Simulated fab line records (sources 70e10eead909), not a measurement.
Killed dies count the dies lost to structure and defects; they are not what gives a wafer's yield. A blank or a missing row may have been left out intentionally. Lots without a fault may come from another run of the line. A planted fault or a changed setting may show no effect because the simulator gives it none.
Chamber matching :: flow nand-harc :: NHARC_A_STAIRCASE_DEP_417 on pecvd-01 has 3 sister chambers
The step deposits Si3N4, target thk 60 nm. 6 wafers are shown with their chamber, then 12 later ones without.

== EACH WAFER AND ITS CHAMBER ==
wafer: L086.2
chamber: 2
heater-power-w (W): 482

wafer: L086.3
chamber: 0
heater-power-w (W): 958

wafer: L086.5
chamber: 2
heater-power-w (W): 479

wafer: L086.1
chamber: 1
heater-power-w (W): 782

wafer: L086.4
chamber: 0
heater-power-w (W): 995

wafer: L086.6
chamber: 1
heater-power-w (W): 795

== WAFERS WITH NO CHAMBER GIVEN ==
wafer: L089.3
heater-power-w (W): 516

wafer: L089.4
heater-power-w (W): 896

wafer: L089.5
heater-power-w (W): 525

wafer: L091.1
heater-power-w (W): 973

wafer: L091.3
heater-power-w (W): 506

wafer: L091.4
heater-power-w (W): 756

wafer: L090.2
heater-power-w (W): 505

wafer: L090.4
heater-power-w (W): 871

wafer: L090.5
heater-power-w (W): 498

wafer: L090.1
heater-power-w (W): 863

wafer: L090.3
heater-power-w (W): 730

wafer: L090.6
heater-power-w (W): 734

== WHICH CHAMBER EACH WENT THROUGH ==
wafer: L089.3
from the rows above: 2
in truth: 2

wafer: L089.4
from the rows above: can't be placed: 0 or 1
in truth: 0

wafer: L089.5
from the rows above: 2
in truth: 2

wafer: L091.1
from the rows above: 0
in truth: 0

wafer: L091.3
from the rows above: 2
in truth: 2

wafer: L091.4
from the rows above: 1
in truth: 1

wafer: L090.2
from the rows above: 2
in truth: 2

wafer: L090.4
from the rows above: can't be placed: 1 or 0
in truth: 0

wafer: L090.5
from the rows above: 2
in truth: 2

wafer: L090.1
from the rows above: 1
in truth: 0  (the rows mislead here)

wafer: L090.3
from the rows above: 1
in truth: 1

wafer: L090.6
from the rows above: 1
in truth: 1
Correctly placed: 9 of 12. These rows do not allow placing 2 (true chamber among the candidates in 2). Wrongly placed: 1.
How it was worked out, from the rows above alone: a wafer's distance from a chamber is the root of the sum, over the readings, of the square of ((its reading less the chamber's mean) divided by the reading's scatter). If the next closest chamber is less than 2 further off than the closest, the wafer can't be placed; otherwise it belongs to the closest. A chamber's mean is the mean of its shown wafers. The scatter is the square root of a quotient: the sum, over the shown wafers, of each reading's squared deviation from its chamber's mean, divided by wafers minus chambers.
